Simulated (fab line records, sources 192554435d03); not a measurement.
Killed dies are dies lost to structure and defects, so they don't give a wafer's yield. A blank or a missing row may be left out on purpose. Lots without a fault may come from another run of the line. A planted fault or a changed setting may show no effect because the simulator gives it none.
Chamber matching | flow n5_finfet | N5_BEOL_M8_CMP_52 on cmp-01: 4 sister chambers
The step polishes, stops on SiCOH lowk, t overpolish 6.9 s, target thk 80 nm. 8 wafers are shown with their chamber, then 12 later ones without.

WAFERS WITH THEIR CHAMBER
wafer  | chamber | motor_current_A (A) | time_to_endpoint_s (s)
L084.6 | 1       | 5.8                 | 69
L090.1 | 0       | 6.7                 | 58
L090.2 | 2       | 5.9                 | 65
L087.2 | 0       | 7.0                 | 58
L087.4 | 2       | 5.8                 | 66
L088.1 | 3       | 6.0                 | 58
L088.3 | 1       | 5.6                 | 67
L088.5 | 3       | 5.8                 | 61

WAFERS WITHOUT THEIR CHAMBER
wafer  | motor_current_A (A) | time_to_endpoint_s (s)
L092.1 | 5.4                 | 71
L092.2 | 5.7                 | 61
L092.3 | 6.6                 | 59
L093.1 | 5.5                 | 66
L093.2 | 6.7                 | 57
L093.4 | 6.0                 | 63
L096.2 | 6.8                 | 57
L096.3 | 5.8                 | 59
L096.5 | 5.7                 | 64
L095.3 | 5.4                 | 66
L095.4 | 7.0                 | 55
L095.5 | 5.5                 | 58

WHICH CHAMBER EACH WENT THROUGH
wafer  | from the rows above     | in truth
L092.1 | 1                       | 1
L092.2 | can't be placed: 3 or 2 | 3
L092.3 | 0                       | 0
L093.1 | can't be placed: 1 or 2 | 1
L093.2 | 0                       | 0
L093.4 | can't be placed: 2 or 3 | 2
L096.2 | 0                       | 0
L096.3 | 3                       | 3
L096.5 | can't be placed: 2 or 1 | 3
L095.3 | can't be placed: 1 or 2 | 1
L095.4 | 0                       | 0
L095.5 | 3                       | 3
Placed correctly: 7 of 12. Can't be placed from these rows: 5 (the true chamber is among the candidates in 4). Placed wrongly: 0.
How it was worked out, from the rows above alone: a wafer's distance from a chamber is the root of the sum, over the readings, of the square of ((its reading less the chamber's mean) divided by the reading's scatter). The wafer belongs to the nearest chamber; if the next one is less than 2 further off, it can't be placed. A chamber's mean is the mean of its shown wafers. The scatter: the root of (the sum of the squares of (reading less its chamber's mean) over the shown wafers, divided by (wafers less chambers)).
